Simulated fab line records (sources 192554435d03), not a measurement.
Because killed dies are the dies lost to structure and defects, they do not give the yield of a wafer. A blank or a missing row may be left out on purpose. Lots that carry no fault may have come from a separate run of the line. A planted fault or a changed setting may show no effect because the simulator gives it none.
The same fault as seen by 2 desks    flow n5Finfet    what lay behind the numbers comes last; until then each desk has only its own

## DESK OF THE TOOL OWNER: rieDiel-01
The tool's own readings at N5_BEOL_M1_ETCH_74 (etches underlayer in N2/H2, target depth 6.5 nm, time 5.2 s): means of the sampled wafers that have a number, for each lot that ran on this tool. Marked OUT: a lot whose mean sits more than 4 standard deviations from the usual mean, which makes it out of limits; the brackets give that distance.
Columns: A = drypumpMotorCurrentA at N5_BEOL_M1_ETCH_74, usual 5.9 A; B = etchRfOnTimeS at N5_BEOL_M1_ETCH_74, usual 5.24 s; C = oesProductAu at N5_BEOL_M1_ETCH_74, usual 0.68 a.u.; D = rfVppV at N5_BEOL_M1_ETCH_74, usual 523.9 V; E = showerheadPlenumPTorr at N5_BEOL_M1_ETCH_74, usual 2.54 Torr; F = throttleValvePct at N5_BEOL_M1_ETCH_74, usual 17.78 %
lot   first seen here  A    B                C     D      E     F
L199  day 6 11:29      6.7  5.19             0.71  522.5  2.51  17.68
L198  day 7 06:02      5.9  5.26             0.72  524.3  2.53  17.59
L206  day 8 06:53      6.6  4.05 (-6.6) OUT  0.82  522.0  2.50  17.74
L207  day 8 14:55      5.9  4.70             0.77  521.9  2.52  17.62
L220  day 11 14:07     5.9  5.26             0.68  521.4  2.51  17.65
Finding of this desk: L206 out of limits; the first was L206 at day 8 06:53, on etchRfOnTimeS at N5_BEOL_M1_ETCH_74. L199, L198, L207, L220: within limits.

## METROLOGY DESK
What the gauges read, lot by lot, whatever tool the lot ran on: means of the sampled wafers that have a number. Marked OUT: a lot whose mean sits more than 4 standard deviations from the usual mean, which makes it out of limits; the brackets give that distance. Only the readings that lie furthest out on some lot appear, 7 of the 11 it has.
Columns: A = trenchDepthNm at N5_BEOL_M0_OCD_MEAS_108, usual 32.6 nm; B = DIBL_N at N5_BEOL_M4_RC_MEAS_101, usual 36.9 mV/V; C = DIBL_P at N5_BEOL_M4_RC_MEAS_101, usual 37.1 mV/V; D = ION_N at N5_BEOL_M4_RC_MEAS_101, usual 673 uA/um; E = ION_P at N5_BEOL_M4_RC_MEAS_101, usual 462 uA/um; F = VT_N at N5_BEOL_M4_RC_MEAS_101, usual 250 mV; G = VT_P at N5_BEOL_M4_RC_MEAS_101, usual -249.7 mV
lot   first seen here  A     B     C     D    E    F    G
L199  day 6 06:50      32.1  35.1  36.4  677  466  251  -247.9
L198  day 7 00:45      31.7  38.3  37.9  675  449  249  -250.9
L206  day 8 02:28      33.5  36.3  37.8  668  463  249  -245.7
L207  day 8 09:20      32.1  39.0  37.3  677  460  248  -249.7
L210  day 9 02:15      33.1  36.8  38.5  672  462  252  -249.8
L214  day 9 22:20      32.8  39.5  40.1  692  470  246  -247.9
L216  day 10 04:40     33.9  36.6  36.7  674  456  250  -251.5
L218  day 10 19:58     33.0  36.3  37.0  680  466  250  -250.2
L220  day 11 07:38     32.7  36.0  35.0  682  464  249  -251.8
L219  day 11 07:47     31.8  34.5  34.0  658  459  250  -248.1
L221  day 11 13:55     32.8  36.9  38.8  699  479  244  -247.3
This desk's finding: nothing out of limits on any of the 11 lots.

## TAKEN TOGETHER
An alarm could have come from the tool owner's desk at day 8 06:53, on L206.
Metrology desk: nothing out of limits seen.
The metrology desk holds a record of L206, inside its limits.
Every lot named ran N5_BEOL_M1_ETCH_74 on rieDiel-01.

## WHAT THE SIMULATOR HAD PUT IN
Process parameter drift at N5_BEOL_M1_ETCH_74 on rieDiel-01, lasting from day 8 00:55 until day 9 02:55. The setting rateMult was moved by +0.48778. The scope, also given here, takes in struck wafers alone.
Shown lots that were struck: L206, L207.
Delay in hours, fault start to first out-of-limits reading, by desk: the tool owner's desk at 6.
